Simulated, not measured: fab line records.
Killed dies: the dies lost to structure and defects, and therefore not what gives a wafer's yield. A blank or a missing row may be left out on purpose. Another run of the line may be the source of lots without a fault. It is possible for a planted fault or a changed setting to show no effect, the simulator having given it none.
fab line records -- flow nand_harc -- part 1 of 2: steps 1 to 24 of 35
record: lots: 5, wafers: 15, last_day: 24
route steps=1159 shown A_ZERO_WELL@401 A_SOURCE_PLATE@413 A_ONON_D1@424
lots with no fault: from the same line, run without faults
start_h: the number of hours between the record's first day and the start of the first shown wafer of the lot -- wait_h: hours since the lot's step before -- " same as the row above -- L1.1+2: a row that stands for several wafers -- - value missing, or start not given -- * or withheld: withheld -- < > ~ a bound
route shown NAME@n: a module of which the file shows steps, and the number in the route of the first -- usual: mean and standard deviation over wafers with no fault -- same: alike in all rows -- chamber/n: place in a boat -- sites: each site's reading -- _std_site: standard deviation of those values -- _edge_site: mean of outer sites minus mean of inner sites -- radius_mm: how far each site lies from the wafer's centre -- mask NAME#n: copy n -- behind: the last tool/chamber to shape the wafer -- hold: reason for holding the lot/hours on hold/outcome of the hold -- device: which transistor (n, p or np) failed to switch -- end of line: the same wafers' tests at the end of the route -- for a step that has no rows: nothing shown but its recipe -- killed: at the first sort, the dies lost to defects and structure; wafer yield is something else -- map: per-die view of a wafer (x killed, . not killed, _ where there is no die)
set.NAME: the run value of the setting; set.NAME@STEP: its run value at that earlier step -- model.NAME: the simulator's own value behind a step, which no gauge read
lots at some steps of the route; a table a step, a row a wafer
services: the hour from which a tool's chamber was out of use, counted from the record's first day as start_h (under 0 if before that day), plus the number of hours and why
== steps ==
step: NHARC_A_ZERO_WELL_CD_MEAS_10
recipe: target_cd_nm: 2000, landing_energy_ev: 500
usual: cd_nm: 2000/3.1
lot.wafer,tool,chamber,start_h,wait_h,cd_nm
L074.2,cd_sem-02,0,127.75,-,2000
L074.3,cd_sem-02,0,127.75,-,1997
L074.4,cd_sem-02,0,127.75,-,1999
L080.2,cd_sem-01,0,170.86,-,1999
L080.4,cd_sem-01,0,170.86,-,2000
L080.6,cd_sem-01,0,170.86,-,1999
L086.3,cd_sem-03,0,212.26,-,2003
L086.4,cd_sem-03,0,212.26,-,2003
L086.6,cd_sem-03,0,212.26,-,2003
L089.2,cd_sem-01,0,229.39,-,1997
L089.3,cd_sem-01,0,229.39,-,1996
L089.5,cd_sem-01,0,229.39,-,1995
L095.2,cd_sem-02,0,256.10,-,1997
L095.4,cd_sem-02,0,256.10,-,2000
L095.5,cd_sem-02,0,256.10,-,1997
step: NHARC_A_ZERO_WELL_HARDBAKE_11
recipe: temp_c: 118, time_s: 65
usual: chill_plate_temp_C: 23.03/0.096, exhaust_pa: 45.0/0.83
lot.wafer,tool,chamber,start_h,wait_h,chill_plate_temp_C,exhaust_pa
L074.2,litho_track-07,0,127.83,-,23.23,43.7
L074.3,litho_track-07,0,127.83,-,23.06,45.3
L074.4,litho_track-07,0,127.83,-,22.96,43.3
L080.2,litho_track-07,0,170.94,-,22.93,44.3
L080.4,litho_track-07,0,170.94,-,22.97,45.8
L080.6,litho_track-07,0,170.94,-,22.94,44.0
L086.3,litho_track-02,0,212.34,-,23.10,45.5
L086.4,litho_track-02,0,212.34,-,23.05,46.6
L086.6,litho_track-02,0,212.34,-,23.18,45.9
L089.2,litho_track-02,0,229.47,-,23.04,46.3
L089.3,litho_track-02,0,229.47,-,23.15,45.4
L089.5,litho_track-02,0,229.47,-,23.30,45.1
L095.2,litho_track-02,0,256.18,-,23.01,45.7
L095.4,litho_track-02,0,256.18,-,22.92,45.2
L095.5,litho_track-02,0,256.18,-,22.88,45.0
step: NHARC_A_ZERO_WELL_DESCUM_12
recipe: time_s: 3, o2_flow_sccm: 200, ar_flow_sccm: 0, bias_power_w: 0, chemistry: O2
usual: drypump_motor_current_A: 5.5/0.59, oes_product_au: 1.008/0.015, rf_vpp_V: 57.8/0.88, showerhead_plenum_p_Torr: 1.91/0.09, throttle_valve_pct: 11.309/0.0084
lot.wafer,tool,chamber,start_h,wait_h,drypump_motor_current_A,oes_product_au,rf_hours_counter_h,rf_vpp_V,showerhead_plenum_p_Torr,throttle_valve_pct
L074.4,rie_diel-01,0,127.91,-,5.1,1.008,17,56.2,1.79,11.305
L074.2,rie_diel-01,1,127.91,-,5.5,1.031,18,57.8,1.88,11.302
L074.3,rie_diel-01,2,127.91,-,4.9,1.037,17,58.3,1.99,11.310
L080.2,rie_diel-03,0,171.02,-,5.6,1.016,10,57.5,1.78,11.309
L080.4,rie_diel-03,1,171.02,-,6.1,1.009,10,57.8,1.82,11.309
L080.6,rie_diel-03,0,171.02,-,5.6,1.026,-,57.2,1.78,11.319
L086.3,rie_diel-03,0,212.42,-,5.6,1.030,14,56.6,1.78,11.298
L086.4,rie_diel-03,3,212.42,-,5.3,1.007,14,58.7,2.03,11.310
L086.6,rie_diel-03,0,212.42,-,5.6,1.028,-,56.6,1.78,11.301
L089.2,rie_diel-12,1,229.56,-,4.9,1.024,2,57.9,1.90,11.300
L089.3,rie_diel-12,2,229.56,-,5.4,0.997,2,59.0,2.02,11.301
L089.5,rie_diel-12,1,229.56,-,4.9,1.024,-,58.4,1.90,11.307
L095.4,rie_diel-01,2,256.26,-,5.0,1.022,12,59.6,1.99,11.298
L095.2,rie_diel-01,1,256.26,-,5.5,1.003,12,57.6,1.88,11.297
L095.5,rie_diel-01,3,256.26,-,6.8,0.984,-,57.0,1.82,11.308
step: NHARC_A_ZERO_WELL_ETCH_19
recipe: target_depth_a: 800, overetch_a: 240, time_s: 87.88, ion_energy_ev: 200, n2_flow_sccm: 150, h2_flow_sccm: 150, ar_flow_sccm: 0, rf_w: 400, bias_w: 150, chemistry: N2/H2
usual: bias_w: 150.1/0.5, drypump_motor_current_A: 5.6/0.59, n2_flow_sccm: 150.0/0.47, oes_product_au: 1.007/0.015, rf_vpp_V: 430.3/2.8, showerhead_plenum_p_Torr: 2.04/0.098, throttle_valve_pct: 14.171/0.0086
lot.wafer,tool,chamber,start_h,wait_h,bias_w,drypump_motor_current_A,n2_flow_sccm,oes_product_au,rf_hours_counter_h,rf_vpp_V,showerhead_plenum_p_Torr,throttle_valve_pct
L074.3,rie_diel-01,0,128.00,0.1,151.4,5.1,150.1,1.009,17,426.6,1.91,14.177
L074.4,rie_diel-01,1,128.00,0.1,150.2,5.5,149.9,1.012,18,430.5,2.00,14.176
L074.2,rie_diel-01,2,128.00,0.1,149.9,4.9,149.7,1.036,17,432.0,2.12,14.168
L080.4,rie_diel-03,1,171.11,0.1,149.2,6.1,150.2,1.012,10,426.7,1.93,14.187
L080.2,rie_diel-03,2,171.11,0.1,149.8,5.9,149.3,1.008,7,433.5,2.14,14.166
L080.6,rie_diel-03,0,171.11,0.1,150.0,5.6,149.5,1.036,-,426.7,1.90,14.166
L086.3,rie_diel-03,1,212.50,0.1,150.0,6.1,149.7,0.994,14,427.2,1.93,14.171
L086.4,rie_diel-03,2,212.50,0.1,149.9,5.9,149.8,0.996,11,432.4,2.14,14.154
L086.6,rie_diel-03,1,212.50,0.1,149.6,6.1,149.5,1.003,-,427.7,1.93,14.180
L089.3,rie_diel-12,1,229.63,0.1,149.7,4.9,149.4,1.008,2,430.3,2.02,14.182
L089.2,rie_diel-12,2,229.63,0.1,149.4,5.5,149.9,1.005,2,433.3,2.16,14.176
L089.5,rie_diel-12,1,229.63,0.1,149.9,4.9,150.1,1.020,-,429.5,2.02,14.166
L095.2,rie_diel-01,0,256.35,0.1,149.5,5.1,150.1,1.025,11,426.9,1.90,14.166
L095.4,rie_diel-01,2,256.35,0.1,150.7,4.9,150.3,1.018,12,433.3,2.12,14.151
L095.5,rie_diel-01,0,256.35,0.1,149.2,5.1,150.4,1.012,-,427.3,1.90,14.162
step: NHARC_A_ZERO_WELL_ETCH_13
recipe: target_depth_a: 1200, time_s: 40.1, hbr_flow_sccm: 150, cl2_flow_sccm: 50, rf_w: 400, icp_w: 400, bias_w: 100, chemistry: HBr/Cl2
usual: bias_w: 100.0/0.31, drypump_motor_current_A: 5.8/0.44, oes_product_au: 0.992/0.013, throttle_valve_pct: 26.406/0.0086
lot.wafer,tool,chamber,start_h,wait_h,bias_w,drypump_motor_current_A,oes_product_au,rf_hours_counter_h,throttle_valve_pct
L074.4,rie_si-02,3,128.13,-,99.5,5.6,0.987,0.7,26.410
L074.3,rie_si-02,1,128.13,-,99.7,5.7,0.984,0.6,26.414
L074.2,rie_si-02,2,128.13,-,99.9,5.4,0.992,0.8,26.400
L080.2,rie_si-03,2,171.24,-,99.7,5.6,0.998,0.0,26.412
L080.4,rie_si-03,3,171.24,-,99.6,6.0,0.999,0.1,26.408
L080.6,rie_si-03,1,171.24,-,99.6,6.9,0.983,-,26.407
L086.4,rie_si-06,2,212.63,-,99.7,5.7,0.992,0.1,26.406
L086.3,rie_si-06,0,212.63,-,99.9,6.5,0.995,0.1,26.399
L086.6,rie_si-06,1,212.63,-,99.9,5.6,0.967,-,26.408
L089.2,rie_si-03,3,229.78,-,99.9,5.9,0.995,0.5,26.400
L089.3,rie_si-03,0,229.78,-,100.0,5.1,1.008,0.5,26.420
L089.5,rie_si-03,1,229.78,-,100.2,6.9,0.978,-,26.402
L095.2,rie_si-02,2,256.50,-,99.5,5.4,0.994,0.2,26.401
L095.4,rie_si-02,1,256.50,-,100.3,5.7,1.012,-,26.404
L095.5,rie_si-02,2,256.50,-,99.4,5.4,0.993,-,26.386
step: NHARC_A_ZERO_WELL_STRIP_14
recipe: time_s: 900, temp_c: 130, chemistry: SPM
lot.wafer,tool,chamber,start_h,wait_h
L074.4+3+2,wet_bench-06,"2,5,7",128.29,-
L080.4+2+6,wet_bench-06,"7,0,3",171.37,-
L086.3+6+4,wet_bench-06,"6,7,2",212.78,-
L089.2+3+5,wet_bench-09,"3,5,6",229.92,-
L095.4+2+5,wet_bench-06,"5,7,2",256.64,-
step: NHARC_A_ZERO_WELL_IMPLANT_15
recipe: energy_kev: 150, dose_cm2: 1e+13, tilt_deg: 7
lot.wafer,tool,chamber,start_h,wait_h
L074.2+3+4,implanter-02,0,128.72,0.1
L080.2+4+6,implanter-02,0,171.80,0.1
L086.3+4+6,implanter-02,0,213.23,0.1
L089.2+3+5,implanter-02,0,230.34,0.1
L095.2+4+5,implanter-01,0,257.07,0.1
step: NHARC_A_ZERO_WELL_PRECLEAN_22
recipe: time_s: 60, temp_c: 50, bath_age_min: 0, chemistry: SC1
lot.wafer,tool,chamber,start_h,wait_h
L074.3+4+2,wet_bench-09,"0,2,4",128.90,0.1
L080.2+6+4,wet_bench-03,"1,2,6",171.99,0.2
L086.6+4+3,wet_bench-09,"7,2,3",213.39,0.0
L089.2+5+3,wet_bench-09,"1,2,3",230.52,0.2
L095.2+5+4,wet_bench-09,"2,3,5",257.27,0.2
step: NHARC_A_ZERO_WELL_SRD_23
lot.wafer,tool,chamber,start_h,wait_h
L074.3+4+2,wet_bench-09,"0,2,4",-,-
L080.2+6+4,wet_bench-03,"1,2,6",-,-
L086.6+4+3,wet_bench-09,"7,2,3",-,-
L089.2+5+3,wet_bench-09,"1,2,3",-,-
L095.2+5+4,wet_bench-09,"2,3,5",-,-
step: NHARC_A_ZERO_WELL_RTA_16
recipe: temp_c: 1000, time_s: 10
usual: lamp_power_pct: 29.6/1.1, lamp_zone_5_pct: 29.6/1.1, lamp_zone_6_pct: 29.5/1.1, wafer_temp_C_max: 1004.0/1.4
lot.wafer,tool,chamber,start_h,wait_h,lamp_power_pct,lamp_zone_5_pct,lamp_zone_6_pct,wafer_temp_C_max
L074.2,rtp_anneal-01,0,129.08,-,28.7,28.7,28.6,1004.2
L074.3,rtp_anneal-01,0,129.08,-,28.7,28.7,28.6,1003.8
L074.4,rtp_anneal-01,0,129.08,-,28.6,28.7,28.6,1004.9
L080.2,rtp_anneal-01,0,172.15,-,28.7,28.7,28.7,1004.6
L080.4,rtp_anneal-01,0,172.15,-,28.7,28.6,28.6,1003.8
L080.6,rtp_anneal-01,0,172.15,-,28.6,28.7,28.6,1003.9
L086.3,rtp_anneal-01,0,213.58,-,28.7,28.6,28.6,1003.8
L086.4,rtp_anneal-01,0,213.58,-,28.6,28.7,28.6,1005.4
L086.6,rtp_anneal-01,0,213.58,-,28.6,28.7,28.6,1005.9
L089.2,rtp_anneal-02,0,230.68,-,30.9,30.9,30.8,1003.3
L089.3,rtp_anneal-02,0,230.68,-,30.9,30.9,30.9,1003.0
L089.5,rtp_anneal-02,0,230.68,-,31.0,30.9,30.8,1003.1
L095.2,rtp_anneal-02,0,257.42,-,30.9,30.9,30.8,1002.6
L095.4,rtp_anneal-02,0,257.42,-,30.9,30.9,30.8,1002.9
L095.5,rtp_anneal-02,0,257.42,-,30.8,30.8,30.8,1002.7
step: NHARC_A_ZERO_WELL_INSPECT_17
usual: raw_defect_count: 12/6.5
lot.wafer,tool,chamber,start_h,wait_h,raw_defect_count
L074.2,defect_inspect-01,-,129.25,0.1,4
L074.3,defect_inspect-01,-,129.25,0.1,19
L074.4,defect_inspect-01,-,129.25,0.1,16
L080.2,defect_inspect-02,-,172.32,0.1,10
L080.4,defect_inspect-02,-,172.32,0.1,27
L080.6,defect_inspect-02,-,172.32,0.1,10
L086.3,defect_inspect-02,-,213.72,0.1,10
L086.4,defect_inspect-02,-,213.72,0.1,15
L086.6,defect_inspect-02,-,213.72,0.1,17
L089.2,defect_inspect-02,-,230.85,0.1,6
L089.3,defect_inspect-02,-,230.85,0.1,3
L089.5,defect_inspect-02,-,230.85,0.1,13
L095.2,defect_inspect-01,-,257.59,0.1,6
L095.4,defect_inspect-01,-,257.59,0.1,11
L095.5,defect_inspect-01,-,257.59,0.1,10
step: NHARC_A_SOURCE_PLATE_PRECLEAN_00
recipe: time_s: 60, chemistry: HF-LAST
lot.wafer,tool,chamber,start_h,wait_h
L074.2+3+4,wet_bench-05,"5,0,2",129.30,0.0
L080.2+4+6,wet_bench-02,"7,3,4",172.37,0.0
L086.4+3+6,wet_bench-07,"6,0,1",213.78,0.1
L089.5+2+3,wet_bench-05,"3,5,7",230.91,0.1
L095.4+5+2,wet_bench-05,"3,6,7",257.64,0.0
step: NHARC_A_SOURCE_PLATE_SRD_01
lot.wafer,tool,chamber,start_h,wait_h
L074.2+3+4,wet_bench-05,"5,0,2",-,-
L080.2+4+6,wet_bench-02,"7,3,4",-,-
L086.4+3+6,wet_bench-07,"6,0,1",-,-
L089.5+2+3,wet_bench-05,"3,5,7",-,-
L095.4+5+2,wet_bench-05,"3,6,7",-,-
step: NHARC_A_SOURCE_PLATE_OXIDE_02
recipe: target_thk_a: 100, temp_c: 900, ox_time_s: 1362, material: SiO2
usual: spike_tc_bottom_C: 917.0/1.1, zone_power_bottom_pct: 28/3.3, zone_power_top_pct: 33/3.3
lot.wafer,tool,chamber,start_h,wait_h,spike_tc_bottom_C,zone_power_bottom_pct,zone_power_top_pct
L074.2,furnace-05,0,132.81,-,914.4,29,31
L074.3,furnace-05,0,132.81,-,915.1,30,31
L074.4,furnace-05,0,132.81,-,916.2,30,31
L080.2,furnace-02,0,175.79,-,916.9,30,30
L080.4,furnace-02,0,175.79,-,918.1,30,30
L080.6,furnace-02,0,175.79,-,918.5,30,30
L086.3,furnace-02,0,215.32,-,917.7,30,31
L086.4,furnace-02,0,215.32,-,916.1,30,31
L086.6,furnace-02,0,215.32,-,918.6,30,30
L089.2,furnace-08,0,233.91,-,915.4,22,38
L089.3,furnace-08,0,233.91,-,916.7,22,38
L089.5,furnace-08,0,233.91,-,916.5,22,38
L095.2,furnace-02,0,260.95,-,917.5,30,31
L095.4,furnace-02,0,260.95,-,918.1,31,30
L095.5,furnace-02,0,260.95,-,916.1,30,31
step: NHARC_A_SOURCE_PLATE_THK_MEAS_09
recipe: thk_meas_gauge: ellipsometry
usual: thk_nm: 9.5/1
lot.wafer,tool,chamber,start_h,wait_h,thk_nm
L074.2,film_metro-01,-,136.86,0.4,9.9
L074.3,film_metro-01,-,136.86,0.4,10.2
L074.4,film_metro-01,-,136.86,0.4,10.9
L080.2,film_metro-01,-,179.90,0.4,6.5
L080.4,film_metro-01,-,179.90,0.4,8.5
L080.6,film_metro-01,-,179.90,0.4,8.3
L086.3,film_metro-02,-,219.40,0.4,9.1
L086.4,film_metro-02,-,219.40,0.4,7.8
L086.6,film_metro-02,-,219.40,0.4,10.2
L089.2,film_metro-01,-,237.98,0.4,9.9
L089.3,film_metro-01,-,237.98,0.4,11.0
L089.5,film_metro-01,-,237.98,0.4,9.1
L095.2,film_metro-02,-,264.98,0.4,9.1
L095.4,film_metro-02,-,264.98,0.4,9.1
L095.5,film_metro-02,-,264.98,0.4,7.8
step: NHARC_A_SOURCE_PLATE_PVD_04
recipe: target_thk_a: 500, material: WSi2
lot.wafer,tool,chamber,start_h,wait_h
L074.2+4+3,pvd_sputter-03,-,136.92,0.1
L080.2+4+6,pvd_sputter-03,-,179.97,0.1
L086.3+4+6,pvd_sputter-03,-,219.57,0.2
L089.3+2+5,pvd_sputter-02,-,238.05,0.1
L095.2+4+5,pvd_sputter-02,-,265.07,0.1
step: NHARC_A_SOURCE_PLATE_CVD_03
recipe: target_thk_a: 2000, temp_c: 620, pressure_mtorr: 200, time_s: 4000, material: poly-Si
usual: spike_tc_bottom_C: 642.3/1.8, zone_power_bottom_pct: 13.3/0.96, zone_power_top_pct: 20.4/1.1
lot.wafer,tool,chamber,start_h,wait_h,spike_tc_bottom_C,zone_power_bottom_pct,zone_power_top_pct
L074.2,lpcvd_poly-03,0,139.43,-,640.9,13.1,20.3
L074.3,lpcvd_poly-03,0,139.43,-,642.3,13.4,19.8
L074.4,lpcvd_poly-03,0,139.43,-,643.0,13.3,20.3
L080.2,lpcvd_poly-03,0,182.49,-,640.2,13.1,19.9
L080.4,lpcvd_poly-03,0,182.49,-,640.5,13.2,20.6
L080.6,lpcvd_poly-03,0,182.49,-,643.2,13.3,20.3
L086.3,lpcvd_poly-03,0,221.97,-,641.5,13.0,20.1
L086.4,lpcvd_poly-03,0,221.97,-,642.2,13.3,19.9
L086.6,lpcvd_poly-03,0,221.97,-,643.7,13.2,20.5
L089.2,lpcvd_poly-02,0,241.99,-,638.7,14.8,22.4
L089.3,lpcvd_poly-02,0,241.99,-,640.9,14.8,22.2
L089.5,lpcvd_poly-02,0,241.99,-,641.4,14.9,22.2
L095.2,lpcvd_poly-03,0,267.55,-,642.9,13.4,20.2
L095.4,lpcvd_poly-03,0,267.55,-,641.0,13.4,20.1
L095.5,lpcvd_poly-03,0,267.55,-,641.7,13.3,20.4
step: NHARC_A_SOURCE_PLATE_ANNEAL_05
recipe: temp_c: 850, time_s: 1800
usual: spike_tc_bottom_C: 867.1/1.2, zone_power_bottom_pct: 23/3.4, zone_power_top_pct: 32/3.4
lot.wafer,tool,chamber,start_h,wait_h,spike_tc_bottom_C,zone_power_bottom_pct,zone_power_top_pct
L074.2,furnace-02,0,146.08,3.5,867.7,27,28
L074.3,furnace-02,0,146.08,3.5,869.9,27,28
L074.4,furnace-02,0,146.08,3.5,869.7,27,28
L080.2,furnace-05,0,189.64,4.0,867.1,27,28
L080.4,furnace-05,0,189.64,4.0,868.4,26,29
L080.6,furnace-05,0,189.64,4.0,867.7,26,29
L086.3,furnace-08,0,228.29,3.2,866.7,20,35
L086.4,furnace-08,0,228.29,3.2,868.6,20,35
L086.6,furnace-08,0,228.29,3.2,865.3,20,36
L089.2,furnace-08,0,248.27,3.2,866.3,20,35
L089.3,furnace-08,0,248.27,3.2,866.2,20,35
L089.5,furnace-08,0,248.27,3.2,866.4,20,36
L095.2,furnace-02,0,274.19,3.5,869.9,27,28
L095.4,furnace-02,0,274.19,3.5,867.3,27,28
L095.5,furnace-02,0,274.19,3.5,868.1,27,28
step: NHARC_A_SOURCE_PLATE_THK_MEAS_06
recipe: thk_meas_gauge: ellipsometry
usual: thk_nm: 200.1/2.2
lot.wafer,tool,chamber,start_h,wait_h,thk_nm
L074.2,film_metro-01,-,150.05,0.4,200.4
L074.3,film_metro-01,-,150.05,0.4,200.4
L074.4,film_metro-01,-,150.05,0.4,200.4
L080.2,film_metro-02,-,193.51,0.4,199.3
L080.4,film_metro-02,-,193.51,0.4,198.4
L080.6,film_metro-02,-,193.51,0.4,199.4
L086.3,film_metro-02,-,232.27,0.4,198.9
L086.4,film_metro-02,-,232.27,0.4,200.2
L086.6,film_metro-02,-,232.27,0.4,198.6
L089.2,film_metro-02,-,252.20,0.4,196.1
L089.3,film_metro-02,-,252.20,0.4,195.0
L089.5,film_metro-02,-,252.20,0.4,194.9
L095.2,film_metro-02,-,278.16,0.4,199.5
L095.4,film_metro-02,-,278.16,0.4,201.0
L095.5,film_metro-02,-,278.16,0.4,200.8
step: NHARC_A_SOURCE_PLATE_INSPECT_08
usual: raw_defect_count: 60/19
lot.wafer,tool,chamber,start_h,wait_h,raw_defect_count
L074.2,defect_inspect-02,-,150.11,0.0,39
L074.3,defect_inspect-02,-,150.11,0.0,47
L074.4,defect_inspect-02,-,150.11,0.0,76
L080.2,defect_inspect-02,-,193.61,0.0,68
L080.4,defect_inspect-02,-,193.61,0.0,45
L080.6,defect_inspect-02,-,193.61,0.0,59
L086.3,defect_inspect-02,-,232.33,0.0,81
L086.4,defect_inspect-02,-,232.33,0.0,76
L086.6,defect_inspect-02,-,232.33,0.0,72
L089.2,defect_inspect-01,-,252.26,0.0,111
L089.3,defect_inspect-01,-,252.26,0.0,49
L089.5,defect_inspect-01,-,252.26,0.0,105
L095.2,defect_inspect-01,-,278.25,0.0,70
L095.4,defect_inspect-01,-,278.25,0.0,107
L095.5,defect_inspect-01,-,278.25,0.0,95
step: NHARC_A_ONON_D1_DEP_00
recipe: target_thk_a: 10000, n2_flow_sccm: 2750, n2o_flow_sccm: 2000, nh3_flow_sccm: 500, sih4_flow_sccm: 210, temp_c: 400
usual: n2_flow_sccm: 2750/9
lot.wafer,tool,chamber,start_h,wait_h,n2_flow_sccm
L074.2,pecvd_onon-01,0,150.26,0.1,2737
L074.3,pecvd_onon-01,0,150.26,0.1,2747
L074.4,pecvd_onon-01,0,150.26,0.1,2750
L080.2,pecvd_onon-02,0,193.74,0.1,2746
L080.4,pecvd_onon-02,0,193.74,0.1,2744
L080.6,pecvd_onon-02,0,193.74,0.1,2749
L086.3,pecvd_onon-04,0,232.51,0.2,2753
L086.4,pecvd_onon-04,0,232.51,0.2,2755
L086.6,pecvd_onon-04,0,232.51,0.2,2761
L089.2,pecvd_onon-04,0,252.38,0.1,2741
L089.3,pecvd_onon-04,0,252.38,0.1,2755
L089.5,pecvd_onon-04,0,252.38,0.1,2749
L095.2,pecvd_onon-04,0,278.37,0.1,2757
L095.4,pecvd_onon-04,0,278.37,0.1,2760
L095.5,pecvd_onon-04,0,278.37,0.1,2749
step: NHARC_A_ONON_D1_THK_MEAS_02
recipe: thk_meas_gauge: ellipsometry
usual: thk_nm: 1000/9.6
lot.wafer,tool,chamber,start_h,wait_h,thk_nm
L074.2,film_metro-01,-,150.71,-,1008
L074.3,film_metro-01,-,150.71,-,1005
L074.4,film_metro-01,-,150.71,-,1007
L080.2,film_metro-02,-,194.19,-,978
L080.4,film_metro-02,-,194.19,-,979
L080.6,film_metro-02,-,194.19,-,979
L086.3,film_metro-01,-,232.90,-,981
L086.4,film_metro-01,-,232.90,-,983
L086.6,film_metro-01,-,232.90,-,985
L089.2,film_metro-01,-,252.84,-,1009
L089.3,film_metro-01,-,252.84,-,1009
L089.5,film_metro-01,-,252.84,-,1008
L095.2,film_metro-01,-,278.82,-,1011
L095.4,film_metro-01,-,278.82,-,1010
L095.5,film_metro-01,-,278.82,-,1010
step: NHARC_A_ONON_D1_DEP_03
recipe: target_thk_a: 10000, n2_flow_sccm: 2750, n2o_flow_sccm: 2000, nh3_flow_sccm: 500, sih4_flow_sccm: 210, temp_c: 400
usual: n2_flow_sccm: 2752/7.2
lot.wafer,tool,chamber,start_h,wait_h,n2_flow_sccm
L074.2,pecvd_onon-01,0,150.82,0.1,2756
L074.3,pecvd_onon-01,0,150.82,0.1,2749
L074.4,pecvd_onon-01,0,150.82,0.1,2750
L080.2,pecvd_onon-01,0,194.30,0.1,2761
L080.4,pecvd_onon-01,0,194.30,0.1,2758
L080.6,pecvd_onon-01,0,194.30,0.1,2742
L086.3,pecvd_onon-01,0,233.08,0.2,2742
L086.4,pecvd_onon-01,0,233.08,0.2,2762
L086.6,pecvd_onon-01,0,233.08,0.2,2751
L089.2,pecvd_onon-01,0,252.95,0.1,2743
L089.3,pecvd_onon-01,0,252.95,0.1,2736
L089.5,pecvd_onon-01,0,252.95,0.1,2749
L095.2,pecvd_onon-01,0,278.93,0.1,2753
L095.4,pecvd_onon-01,0,278.93,0.1,2745
L095.5,pecvd_onon-01,0,278.93,0.1,2753
step: NHARC_A_ONON_D1_THK_MEAS_05
recipe: thk_meas_gauge: ellipsometry
usual: thk_nm: 998/11
lot.wafer,tool,chamber,start_h,wait_h,thk_nm
L074.2,film_metro-01,-,151.30,-,970
L074.3,film_metro-01,-,151.30,-,969
L074.4,film_metro-01,-,151.30,-,969
L080.2,film_metro-02,-,194.76,-,1003
L080.4,film_metro-02,-,194.76,-,1003
L080.6,film_metro-02,-,194.76,-,1003
L086.3,film_metro-02,-,233.47,-,983
L086.4,film_metro-02,-,233.47,-,980
L086.6,film_metro-02,-,233.47,-,982
L089.2,film_metro-02,-,253.43,-,1021
L089.3,film_metro-02,-,253.43,-,1020
L089.5,film_metro-02,-,253.43,-,1020
L095.2,film_metro-01,-,279.39,-,1000
L095.4,film_metro-01,-,279.39,-,999
L095.5,film_metro-01,-,279.39,-,1000
